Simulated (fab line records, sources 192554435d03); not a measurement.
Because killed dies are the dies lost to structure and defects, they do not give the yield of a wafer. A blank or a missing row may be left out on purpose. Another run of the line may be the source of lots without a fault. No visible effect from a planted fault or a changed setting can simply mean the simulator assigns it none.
fab line records    flow n5-finfet
record: lots: 4  wafers: 11  last-day: 18
route steps=1938 shown BEOL_M4@1099 BEOL_M5@1112 PASSIVATION@1936
lots that met no fault: taken from a fault-free run of the same line
start-h: the number of hours between the record's first day and the start of the first shown wafer of the lot    wait-h: how many hours have passed since the lot's step before this one    " repeats the value in the row above    L1.1+2: one row covering several wafers at once    - no value, or no start given    * or withheld: withheld    < > ~ a bound
route shown NAME@n: NAME is a module with steps in the file, n the number in the route of the first one    usual: mean/standard deviation taken from wafers without a fault    same: alike in all rows    chamber/n: place in a boat    sites: per-site readings    _std_site: their standard deviation    _edge_site: mean of outer sites minus mean of inner sites    radius-mm: how far each site lies from the wafer's centre    mask NAME#n: copy n    behind: the last tool/chamber to shape the wafer    hold: why the lot went on hold/how many hours it stayed there/how the hold came to an end    device: which transistor (n, p or np) failed to switch    end of line: at the end of the route, the tests of the same wafers    a step without rows: its recipe alone    killed: not the wafer's yield, but the dies lost to structure and defects at the first sort    map: shows each die of a wafer: x if killed, . if not, _ if none is there
set.NAME: the run value of the setting; set.NAME@STEP: its run value at that earlier step    model.NAME: the simulator's own value behind a step, which no gauge read
certain route steps with their lots: each step a table, each wafer a row
services: the hour from which a tool's chamber was out of use, counted from the record's first day as start-h (under 0 if before that day), plus the number of hours and why
== steps ==
step: N5_BEOL_M4_ANNEAL_95
recipe: temp-c: 400  time-s: 240  ambient: vacuum
step: N5_BEOL_M4_SPUTTER_96
recipe: material: Cu  target-thk-a: 45  temp-c: -20  chamber-pressure-pa: 0.07  power-w: withheld  time-s: 8.29
step: N5_BEOL_M4_ECD_50
recipe: material: Cu  target-thk-a: 3000
step: N5_BEOL_M4_ANNEAL_51
recipe: temp-c: 225  time-s: 90  ambient: N2
step: N5_BEOL_M4_CMP_52
recipe: stop-on: SiOC  t-overpolish-s: 6.8  down-force-psi: 1  platen-rpm: 50  clearing-platen-down-force-psi: 1.5  clearing-platen-rpm: 50  post-cmp-clean: cu-alkaline  target-thk-nm: 40  clearing-platen-pad-velocity-m-s: 0.99484  pad-velocity-m-s: 0.99484
step: N5_BEOL_M4_PRE_CLEAN_60
recipe: gas: NH3/H2  time-s: 15  temp-c: *  rf-power-w: 300
step: N5_BEOL_M4_CO_CAP_55
recipe: material: Co  target-thk-a: 20  temp-c: 200  precursor: CCTBA/H2  pressure-torr: 30  time-s: 102.1
step: N5_BEOL_M4_PRE_CLEAN_56
recipe: gas: NH3  time-s: 15  temp-c: withheld  rf-power-w: 300
step: N5_BEOL_M4_DEP_57
recipe: material: SiCN  target-thk-a: 80  temp-c: withheld  precursor: 3MS/NH3  pressure-torr: 3  rf-w: 202  time-s: 14
step: N5_BEOL_M4_RC_MEAS_101
usual: DIBL_N: 36.5/2.2  DIBL_P: 36.9/2.9  IOFF_N: 0.17/0.044  IOFF_P: 0.22/0.052  ION_N: 671/16  ION_P: 461/10  SS_N: 71.6/0.73  SS_P: 73.5/0.79  VT_N: 250/4.1  VT_P: -250/4.1
lot.wafer  tool       chamber  start-h  wait-h  DIBL_N[mV/V]  DIBL_P[mV/V]  IOFF_N[nA/um]  IOFF_P[nA/um]  ION_N[uA/um]  ION_P[uA/um]  SS_N[mV/dec]  SS_P[mV/dec]  VT_N[mV]  VT_P[mV]
L571.1     prober-01  0        212.77   0.0     36.6          36.5          0.19           0.21           668           452           73.5          74.4          247       -251
L571.2     "          0        "        "       28.8          27.5          0.08           0.10           642           442           70.4          72.3          257       -261
L571.6     "          0        "        "       36.4          36.8          0.19           0.22           665           454           72.6          74.2          247       -250
L572.1     prober-01  0        219.30   0.0     36.7          36.2          0.15           0.24           670           463           71.5          73.9          251       -249
L572.4     "          0        "        "       39.1          39.3          0.20           0.32           661           458           71.8          75.0          249       -242
L572.6     "          0        "        "       34.9          33.4          0.14           0.20           643           453           71.3          73.4          252       -250
L583.1     prober-01  0        297.06   0.0     37.6          37.8          0.17           0.20           676           458           72.3          73.3          249       -253
L583.3     "          0        "        "       37.8          39.2          0.18           0.23           687           466           72.4          73.8          248       -250
L583.5     "          0        "        "       37.9          39.6          0.18           0.24           679           473           71.4          74.0          246       -248
L585.1     prober-02  0        315.57   0.0     37.2          37.1          0.19           0.28           680           470           71.5          74.5          248       -243
L585.4     "          0        "        "       37.0          37.2          0.19           0.28           690           481           71.4          74.3          248       -241
step: N5_BEOL_M5_ILD_DEP_00
recipe: material: SiCOH_lowk  target-thk-a: 1406.4  temp-c: 300  precursor: DEMS/porogen  pressure-torr: 5  rf-w: 500  time-s: 25.9
step: N5_BEOL_M5_CURE_79
recipe: temp-c: 385  time-s: 240  ambient: He/Ar  material: SiCOH_lowk
step: N5_BEOL_M5_PECVD_70
recipe: material: SiO2  target-thk-a: 160  temp-c: 400  precursor: TEOS/O2  pressure-torr: 5.5  rf-w: 450  teos-flow-sccm: 53.8  gas: O2  flow-sccm: 3000  time-s: 18
step: N5_BEOL_M5_HM_DEP_02
recipe: material: TiN  target-thk-a: 200  temp-c: 25  chamber-pressure-pa: 0.49996
step: N5_BEOL_M5_COAT_59
recipe: resist: SOC  temp-c: 250  time-s: 60  spin-rpm: 1500  resist-thk-nm: 60
step: N5_BEOL_M5_COAT_60
recipe: resist: SiARC  temp-c: 220  time-s: 60  spin-rpm: 1500  resist-thk-nm: 12
step: N5_BEOL_M5_COAT_71
recipe: resist: underlayer  temp-c: 205  time-s: 60  spin-rpm: 1500  resist-thk-nm: 5
step: N5_BEOL_M5_COAT_05
recipe: resist: CAR-EUV  spin-rpm: 1500  resist-thk-nm: 30
step: N5_BEOL_M5_EBR_07
recipe: solvent: PGMEA  ebr-width-mm: 1.5
step: N5_BEOL_M5_SOFTBAKE_06
recipe: temp-c: 110  time-s: 60  resist: CAR-EUV
step: N5_BEOL_M5_EXPOSE_08
recipe: mask-id: M5  na: 0.33  source-shape: annular  sigma-inner: 0.4  sigma-outer: 0.8  polarization: unpolarized  target-cd-nm: 28  dose-mj: 35.75
step: N5_BEOL_M5_PEB_09
recipe: peb-temp-c: 100  peb-time-s: 60  resist: CAR-EUV
step: N5_BEOL_M5_DEVELOP_10
recipe: develop-time-s: 30  developer: TMAH  resist: CAR-EUV  rinse-liquid: surfactant-rinse  dry: air-spin  dev-temp-c: 23
step: N5_BEOL_M5_DESCUM_16
recipe: chemistry: O2  time-s: 7  source-power-w: 50  bias-power-w: 20  pressure-mtorr: 20  rf-frequency-hz: 2.712e+07  temp-c: 40  resist: CAR-EUV  o2-flow-sccm: 225
step: N5_BEOL_M5_ETCH_72
recipe: chemistry: N2/H2  target: underlayer  target-depth-a: 65  mask-material: CAR-EUV  time-s: 5.2  ion-energy-ev: 200  pressure-mtorr: 30  source-w: 840  bias-w: 150  n2-flow-sccm: 200  h2-flow-sccm: 200  ends: cleared
step: N5_BEOL_M5_ETCH_61
recipe: chemistry: CF4  target: SiARC  target-depth-a: 156  mask-material: CAR-EUV  time-s: 26  ion-energy-ev: 80  pressure-mtorr: 40  source-w: 545  bias-w: 36  Ar_flow_sccm: 100  cf4-flow-sccm: 100  ends: cleared
step: N5_BEOL_M5_ETCH_62
recipe: chemistry: N2/H2  target: SOC  target-depth-a: 750  overetch-a: 150  mask-material: SiARC  temp-c: 40  time-s: 112.5  ion-energy-ev: 200  pressure-mtorr: 30  source-w: 840  bias-w: 150  n2-flow-sccm: 200  h2-flow-sccm: 200
step: N5_BEOL_M5_STRIP_63
recipe: chemistry: N2/H2  temp-c: 40  n2-flow-sccm: 200  h2-flow-sccm: 200  rf-frequency-hz: 6e+07
step: N5_BEOL_M5_STRIP_73
recipe: chemistry: N2/H2  temp-c: 40  n2-flow-sccm: 200  h2-flow-sccm: 200  rf-frequency-hz: 6e+07
step: N5_BEOL_M5_STRIP_64
recipe: chemistry: CF4  resist: SiARC  power-w: 300  bias-power-w: 75  pressure-mtorr: 50  cf4-flow-sccm: 150  rf-frequency-hz: 6e+07
step: N5_BEOL_M5_HM_OPEN_17
recipe: chemistry: Cl2/BCl3  target-depth-a: 200  overetch-a: 60  target: TiN  mask-material: SOC  ion-energy-ev: 150  pressure-mtorr: 10  icp-w: 1000  bias-w: 126  Cl2_flow_sccm: 53.25  bcl3-flow-sccm: 21.75  Ar_flow_sccm: 25
step: N5_BEOL_M5_STRIP_19
recipe: chemistry: O2  power-w: 400  temp-c: 40  pressure-mtorr: 30  rf-frequency-hz: 6e+07  bias-power-w: 0  overash-fraction: 0.2  o2-flow-sccm: 225
step: N5_BEOL_M5_COAT_65
recipe: resist: SOC  temp-c: 250  time-s: 60  spin-rpm: 1500  resist-thk-nm: 60
step: N5_BEOL_M5_COAT_66
recipe: resist: SiARC  temp-c: 220  time-s: 60  spin-rpm: 1500  resist-thk-nm: 12
step: N5_BEOL_M5_STRIP_36
recipe: chemistry: N2/H2  power-w: 450  temp-c: 40  pressure-mtorr: 20  rf-frequency-hz: 6e+07  overash-fraction: 0.3  bias-power-w: 7  h2-frac: 0.5  n2-flow-sccm: 200  h2-flow-sccm: 200
usual: bias-power-w: 6.999/0.022  chamber-pressure-mTorr: 20.00/0.032  drypump-motor-current-A: 5.4/0.36  oes-product-au: 0.84/0.085  power-w: 450.0/1.4  rf-vpp-V: 59.2/1.5  showerhead-plenum-p-Torr: 2.54/0.1  throttle-valve-pct: 23.6/0.4
lot.wafer  tool         chamber  start-h  wait-h  bias-power-w  chamber-pressure-mTorr  drypump-motor-current-A  oes-product-au  power-w  rf-hours-counter-h  rf-vpp-V  showerhead-plenum-p-Torr  throttle-valve-pct  model.SOC_of_BEOL_M5_COAT_65.thk-nm
L571.1     rie-diel-03  1        220.50   0.0     -             -                       -                        -               -        -                   -         -                         -                   55.8
L571.2     "            2        "        "       -             -                       -                        -               -        -                   -         -                         -                   55.8
L571.6     "            2        "        "       -             -                       -                        -               -        -                   -         -                         -                   55.6
L572.1     rie-diel-01  2        223.71   0.0     -             -                       -                        -               -        -                   -         -                         -                   56
L572.4     "            2        "        "       -             -                       -                        -               -        -                   -         -                         -                   56
L572.6     "            3        "        "       -             -                       -                        -               -        -                   -         -                         -                   55.6
L583.1     rie-diel-03  3        303.96   0.0     6.981         20.01                   6.2                      0.80            448.7    72                  61.1      2.47                      23.6                0
L583.3     "            0        "        "       6.994         19.98                   5.0                      0.89            449.9    46                  57.3      2.65                      23.0                0
L583.5     "            2        "        "       7.017         20.05                   5.1                      0.78            448.8    -                   58.0      2.56                      23.5                0
L585.1     rie-diel-04  2        322.41   0.0     7.019         20.06                   4.7                      1.00            451.0    2                   59.8      2.73                      23.4                0
L585.4     "            0        "        "       6.995         19.97                   5.2                      0.84            451.5    63                  62.3      2.57                      23.8                0
step: N5_BEOL_M5_ETCH_41
recipe: chemistry: CH3F/O2  target: SiCN  target-depth-a: 315  taper-deg: 2  time-s: 56.7  ion-energy-ev: 120  mask-material: TiN  pressure-mtorr: 30  source-w: 395  bias-w: 75  Ar_flow_sccm: 150  CH3F_flow_sccm: 30  O2_flow_sccm: 20
usual: drypump-motor-current-A: 5.4/0.36  oes-product-au: 0.83/0.084  rf-vpp-V: 297.5/1.9  showerhead-plenum-p-Torr: 2.01/0.071  throttle-valve-pct: 16.3/0.31
lot.wafer  tool         chamber  start-h  wait-h  drypump-motor-current-A  oes-product-au  rf-hours-counter-h  rf-vpp-V  showerhead-plenum-p-Torr  throttle-valve-pct  model.SOC_of_BEOL_M5_COAT_65.thk-nm
L571.1     rie-diel-03  1        220.57   0.0     5.6                      0.71            209                 297.8     1.97                      16.5                37.6
L571.2     "            2        "        "       5.1                      0.80            115                 297.8     2.02                      16.4                37.8
L571.6     "            2        "        "       5.1                      0.81            -                   298.6     2.02                      16.4                37.6
L572.1     rie-diel-01  2        223.78   0.0     5.5                      0.89            35                  294.7     1.94                      16.0                38.2
L572.4     "            2        "        "       5.4                      0.90            -                   296.5     1.94                      16.0                38.4
L572.6     "            3        "        "       5.6                      0.92            -                   298.6     2.06                      16.0                37.4
L583.1     rie-diel-03  3        -        -       6.2                      0.80            72                  297.2     1.96                      16.5                0
L583.3     "            0        "        "       5.0                      0.89            46                  300.3     2.12                      16.1                0
L583.5     "            2        "        "       5.0                      0.78            -                   297.1     2.02                      16.4                0
L585.1     rie-diel-04  2        -        -       4.7                      0.98            2                   300.8     2.10                      15.7                0
L585.4     "            0        "        "       5.3                      0.85            63                  299.7     2.03                      16.4                0
step: N5_PASSIVATION_PROBE_49
usual: defect-limited-yield: 91.3/1.4  killed_at_M0_to_M3: 36/10  killed_at_M4_up: 13/5.4  killed-at-contacts: 12/5.3  killed-at-front-end: 39/10  killed-at-other: 3.2/2.7  killed-dies: 103/16  killed-on-rim: 13/4  killed-open: 68/13  killed-short: 33/6.6  sort_bin_5_function: 5.1/0.92  sort_bin_6_memory: 3.3/0.68  sort-n-pass: 1077/17  sort-yield-pct: 91.2/1.4
same: gross-dies: 1180  killed-at-back-side: 0  sort_bin_4_leakage[%]: 0  sort_bin_8_speed[%]: 0
lot.wafer  tool       chamber  start-h  wait-h  defect-limited-yield[%]  killed_at_M0_to_M3  killed_at_M4_up  killed-at-contacts  killed-at-front-end  killed-at-other  killed-dies  killed-on-rim  killed-open  killed-short  sort_bin_5_function[%]  sort_bin_6_memory[%]  sort-n-pass  sort-yield-pct[%]
L571.1     prober-01  -        325.38   0.0     0                        41                  1089             10                  38                   2                1180         152            58           38            96.7                    3.1                   0            0
L571.2     prober-01  -        325.43   0.1     0                        44                  1086             13                  36                   1                1180         152            62           38            95.8                    3.8                   0            0
L571.6     prober-01  -        325.63   0.3     0                        35                  1116             7                   22                   0                1180         152            49           23            97.0                    2.4                   0            0
L572.1     prober-01  -        333.52   0.0     0                        31                  1089             14                  45                   1                1180         152            71           33            96.4                    3.3                   0            0
L572.4     prober-01  -        333.67   0.2     0                        15                  1111             8                   44                   2                1180         152            50           32            97.0                    2.4                   0            0
L572.6     prober-01  -        333.77   0.3     0                        48                  1078             10                  41                   3                1180         152            79           41            95.4                    4.2                   0            0
killed by level:class
L571.1 BEOL_M5:area-ald=1082 FIN_SAQP:geometric-particle:open=13 FIN_SAQP:geometric-particle:short=11 BEOL_M1:geometric-particle:open=11 BEOL_M0_SAQP:geometric-particle:short=8 BEOL_M3:geometric-particle:open=8 MOL_CONTACT_COAG:geometric-particle:open=6 BEOL_M2:geometric-particle:open=6
L571.2 BEOL_M5:area-ald=1077 BEOL_M0_SAQP:geometric-particle:short=16 MOL_CONTACT_COAG:geometric-particle:open=11 FIN_SAQP:geometric-particle:open=9 BEOL_M0_SAQP:geometric-particle:open=9 FIN_SAQP:geometric-particle:short=8 STI_FIN_REVEAL:geometric-particle:open=8 BEOL_M1:geometric-particle:open=8
L571.6 BEOL_M5:area-ald=1106 BEOL_M3:geometric-particle:open=9 BEOL_M0_SAQP:geometric-particle:open=8 MOL_CONTACT_COAG:geometric-particle:open=7 FIN_SAQP:geometric-particle:short=6 BEOL_M1:geometric-particle:open=6 STARTING-WAFER:geometric-particle:short=6 BEOL_M4:geometric-particle:open=5
L572.1 BEOL_M5:area-ald=1076 STI_FIN_REVEAL:geometric-particle:open=14 MOL_CONTACT_COAG:geometric-particle:open=12 BEOL_M0_SAQP:geometric-particle:open=9 FIN_SAQP:geometric-particle:short=8 FIN_SAQP:geometric-particle:open=7 BEOL_M0_SAQP:geometric-particle:short=7 BEOL_M3:geometric-particle:open=6
L572.4 BEOL_M5:area-ald=1097 FIN_SAQP:geometric-particle:short=10 FIN_SAQP:geometric-particle:open=9 STI_FIN_REVEAL:geometric-particle:open=6 BEOL_M0_SAQP:geometric-particle:open=6 BEOL_M4:geometric-particle:open=6 DUMMY_GATE:geometric-particle:open=5 MOL_CONTACT_COAG:geometric-particle:open=5
L572.6 BEOL_M5:area-ald=1060 BEOL_M0_SAQP:geometric-particle:short=13 BEOL_M0_SAQP:geometric-particle:open=12 FIN_SAQP:geometric-particle:open=11 FIN_SAQP:geometric-particle:short=10 BEOL_M2:geometric-particle:open=9 STI_FIN_REVEAL:geometric-particle:open=7 BEOL_M3:geometric-particle:open=7
map L571.1 (x killed, . not)
_________________xxxxxxxxxxxx________________
______________xxxxxxxxxxxxxxxxxx_____________
___________xxxxxxxxxxxxxxxxxxxxxxxx__________
__________xxxxxxxxxxxxxxxxxxxxxxxxxx_________
________xxxxxxxxxxxxxxxxxxxxxxxxxxxxxx_______
_______xxxxxxxxxxxxxxxxxxxxxxxxxxxxxxxx______
______xxxxxxxxxxxxxxxxxxxxxxxxxxxxxxxxxx_____
_____xxxxxxxxxxxxxxxxxxxxxxxxxxxxxxxxxxxx____
____xxxxxxxxxxxxxxxxxxxxxxxxxxxxxxxxxxxxxx___
___xxxxxxxxxxxxxxxxxxxxxxxxxxxxxxxxxxxxxxxx__
___xxxxxxxxxxxxxxxxxxxxxxxxxxxxxxxxxxxxxxxx__
__xxxxxxxxxxxxxxxxxxxxxxxxxxxxxxxxxxxxxxxxxx_
__xxxxxxxxxxxxxxxxxxxxxxxxxxxxxxxxxxxxxxxxxx_
_xxxxxxxxxxxxxxxxxxxxxxxxxxxxxxxxxxxxxxxxxxxx
_xxxxxxxxxxxxxxxxxxxxxxxxxxxxxxxxxxxxxxxxxxxx
_xxxxxxxxxxxxxxxxxxxxxxxxxxxxxxxxxxxxxxxxxxxx
_xxxxxxxxxxxxxxxxxxxxxxxxxxxxxxxxxxxxxxxxxxxx
_xxxxxxxxxxxxxxxxxxxxxxxxxxxxxxxxxxxxxxxxxxxx
_xxxxxxxxxxxxxxxxxxxxxxxxxxxxxxxxxxxxxxxxxxxx
_xxxxxxxxxxxxxxxxxxxxxxxxxxxxxxxxxxxxxxxxxxxx
_xxxxxxxxxxxxxxxxxxxxxxxxxxxxxxxxxxxxxxxxxxxx
__xxxxxxxxxxxxxxxxxxxxxxxxxxxxxxxxxxxxxxxxxx_
__xxxxxxxxxxxxxxxxxxxxxxxxxxxxxxxxxxxxxxxxxx_
___xxxxxxxxxxxxxxxxxxxxxxxxxxxxxxxxxxxxxxxx__
___xxxxxxxxxxxxxxxxxxxxxxxxxxxxxxxxxxxxxxxx__
____xxxxxxxxxxxxxxxxxxxxxxxxxxxxxxxxxxxxxx___
_____xxxxxxxxxxxxxxxxxxxxxxxxxxxxxxxxxxxx____
______xxxxxxxxxxxxxxxxxxxxxxxxxxxxxxxxxx_____
_______xxxxxxxxxxxxxxxxxxxxxxxxxxxxxxxx______
________xxxxxxxxxxxxxxxxxxxxxxxxxxxxxx_______
__________xxxxxxxxxxxxxxxxxxxxxxxxxx_________
___________xxxxxxxxxxxxxxxxxxxxxxxx__________
______________xxxxxxxxxxxxxxxxxx_____________
_________________xxxxxxxxxxxx________________
map L572.1 (x killed, . not)
_________________xxxxxxxxxxxx________________
______________xxxxxxxxxxxxxxxxxx_____________
___________xxxxxxxxxxxxxxxxxxxxxxxx__________
__________xxxxxxxxxxxxxxxxxxxxxxxxxx_________
________xxxxxxxxxxxxxxxxxxxxxxxxxxxxxx_______
_______xxxxxxxxxxxxxxxxxxxxxxxxxxxxxxxx______
______xxxxxxxxxxxxxxxxxxxxxxxxxxxxxxxxxx_____
_____xxxxxxxxxxxxxxxxxxxxxxxxxxxxxxxxxxxx____
____xxxxxxxxxxxxxxxxxxxxxxxxxxxxxxxxxxxxxx___
___xxxxxxxxxxxxxxxxxxxxxxxxxxxxxxxxxxxxxxxx__
___xxxxxxxxxxxxxxxxxxxxxxxxxxxxxxxxxxxxxxxx__
__xxxxxxxxxxxxxxxxxxxxxxxxxxxxxxxxxxxxxxxxxx_
__xxxxxxxxxxxxxxxxxxxxxxxxxxxxxxxxxxxxxxxxxx_
_xxxxxxxxxxxxxxxxxxxxxxxxxxxxxxxxxxxxxxxxxxxx
_xxxxxxxxxxxxxxxxxxxxxxxxxxxxxxxxxxxxxxxxxxxx
_xxxxxxxxxxxxxxxxxxxxxxxxxxxxxxxxxxxxxxxxxxxx
_xxxxxxxxxxxxxxxxxxxxxxxxxxxxxxxxxxxxxxxxxxxx
_xxxxxxxxxxxxxxxxxxxxxxxxxxxxxxxxxxxxxxxxxxxx
_xxxxxxxxxxxxxxxxxxxxxxxxxxxxxxxxxxxxxxxxxxxx
_xxxxxxxxxxxxxxxxxxxxxxxxxxxxxxxxxxxxxxxxxxxx
_xxxxxxxxxxxxxxxxxxxxxxxxxxxxxxxxxxxxxxxxxxxx
__xxxxxxxxxxxxxxxxxxxxxxxxxxxxxxxxxxxxxxxxxx_
__xxxxxxxxxxxxxxxxxxxxxxxxxxxxxxxxxxxxxxxxxx_
___xxxxxxxxxxxxxxxxxxxxxxxxxxxxxxxxxxxxxxxx__
___xxxxxxxxxxxxxxxxxxxxxxxxxxxxxxxxxxxxxxxx__
____xxxxxxxxxxxxxxxxxxxxxxxxxxxxxxxxxxxxxx___
_____xxxxxxxxxxxxxxxxxxxxxxxxxxxxxxxxxxxx____
______xxxxxxxxxxxxxxxxxxxxxxxxxxxxxxxxxx_____
_______xxxxxxxxxxxxxxxxxxxxxxxxxxxxxxxx______
________xxxxxxxxxxxxxxxxxxxxxxxxxxxxxx_______
__________xxxxxxxxxxxxxxxxxxxxxxxxxx_________
___________xxxxxxxxxxxxxxxxxxxxxxxx__________
______________xxxxxxxxxxxxxxxxxx_____________
_________________xxxxxxxxxxxx________________
== services ==
tool         chamber  start-h  hours  kind
rie-diel-01  0        223.37   15.1   repair
rie-diel-01  3        232.64   22.4   repair
rie-diel-03  -        244.35   28.1   pm
rie-diel-03  -        274.37   14.6   pm
rie-diel-04  2        292.60   -      clean
rie-diel-04  2        292.60   -      consumable-replace:focus-ring
rie-diel-04  2        292.60   -      consumable-replace:showerhead
rie-diel-04  2        292.60   22.2   scheduled-down
rie-diel-04  2        292.60   22.2   vent-cycle
rie-diel-03  -        302.43   0.1    repair
rie-diel-04  -        305.71   4.3    pm
rie-diel-01  -        311.69   0.4    repair
== key ==
first-sign: step: N5_BEOL_M5_STRIP_36  reading: tool-record  direction: missing
effect: step: N5_PASSIVATION_PROBE_49  reading: killed_at_M4_up  direction: up  sigmas: 99+  usual: 13  struck: 1095
model-effect: step: N5_BEOL_M5_STRIP_36  value: SOC_of_BEOL_M5_COAT_65.thk-nm  without: 0  struck: 55.8
model-effect: step: N5_BEOL_M5_ETCH_41  value: SOC_of_BEOL_M5_COAT_65.thk-nm  without: 0  struck: 37.83
more-kills-born-at: N5_BEOL_M5_ALD_86@ald-metal-02: 6498
met-at N5_BEOL_M5_STRIP_36
struck-wafers L571.1,L571.2,L571.6,L572.1,L572.4,L572.6
later-rows-left-out L571.1,L571.2,L571.6,L572.1,L572.4,L572.6
fault: kind: skipped-step-whole  tool: rie-diel-01,rie-diel-03  chamber: -  onset-h: 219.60  steps: N5_BEOL_M5_STRIP_36  scope: struck-lots-only
later-rows-left-out: the simulator's readings of these wafers behind a module that went badly wrong aren't trusted and aren't shown, but for the sort
